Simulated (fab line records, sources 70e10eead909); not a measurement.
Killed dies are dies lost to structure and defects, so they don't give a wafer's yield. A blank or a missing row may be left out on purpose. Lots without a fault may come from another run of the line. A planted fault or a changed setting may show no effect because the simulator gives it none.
One fault seen from 2 desks | flow nand_harc | each desk has only its own numbers; what lay behind them comes last

THE TOOL OWNER'S DESK: rie_diel-06
The tool's own readings at NHARC_P_CONTACT_ETCH_31 (etches the open film in CH3F/O2, target depth 30 nm, time 85.7 s): means of the sampled wafers that have a number, for each lot that ran on this tool. A lot is out of limits, marked OUT, if its mean lies more than 4 standard deviations from the usual mean; the brackets give that distance.
Columns: A = drypump_motor_current_A at NHARC_P_CONTACT_ETCH_31, usual 5.6 A; B = o2_flow_sccm at NHARC_P_CONTACT_ETCH_31, usual 29.99 sccm; C = oes_product_au at NHARC_P_CONTACT_ETCH_31, usual 0.974 a.u.; D = rf_vpp_V at NHARC_P_CONTACT_ETCH_31, usual 244.7 V; E = showerhead_plenum_p_Torr at NHARC_P_CONTACT_ETCH_31, usual 2.48 Torr; F = throttle_valve_pct at NHARC_P_CONTACT_ETCH_31, usual 20.663 %
lot  | first seen here | A   | B     | C     | D     | E    | F
L217 | day 7 20:46     | 5.4 | 30.10 | 0.951 | 246.8 | 2.58 | 20.676
L220 | day 9 10:28     | 5.6 | 29.97 | 0.980 | 245.5 | 2.54 | 20.654
L223 | day 10 21:12    | 5.4 | 30.09 | 0.929 | 246.4 | 2.58 | 20.670
L233 | day 15 05:10    | 5.5 | 29.97 | 0.960 | 245.6 | 2.53 | 20.665
L235 | day 15 14:56    | 5.6 | 30.02 | 0.971 | 244.8 | 2.54 | 20.666
This desk's finding: nothing out of limits on any of the 5 lots.

THE METROLOGY DESK
What the gauges read, lot by lot, whatever tool the lot ran on: means of the sampled wafers that have a number. A lot is out of limits, marked OUT, if its mean lies more than 4 standard deviations from the usual mean; the brackets give that distance.
Columns: A = cd_nm at NHARC_P_M0_CD_MEAS_16, usual 89.8 nm
lot  | first seen here | A
L215 | day 7 08:14     | 89.5
L217 | day 8 00:23     | 90.6
L220 | day 9 14:14     | 90.4
L223 | day 11 00:58    | 88.6
L225 | day 12 05:55    | 90.0
L229 | day 13 00:35    | 89.4
L230 | day 13 13:41    | 89.4
L231 | day 14 02:56    | 90.4
L232 | day 14 11:18    | 89.4
L234 | day 15 08:19    | 89.6
L233 | day 15 08:56    | 89.8
L235 | day 15 18:46    | 90.9
This desk's finding: nothing out of limits on any of the 12 lots.

PUT TOGETHER
The tool owner's desk saw nothing out of limits.
The metrology desk saw nothing out of limits.

WHAT THE SIMULATOR HAD PUT IN
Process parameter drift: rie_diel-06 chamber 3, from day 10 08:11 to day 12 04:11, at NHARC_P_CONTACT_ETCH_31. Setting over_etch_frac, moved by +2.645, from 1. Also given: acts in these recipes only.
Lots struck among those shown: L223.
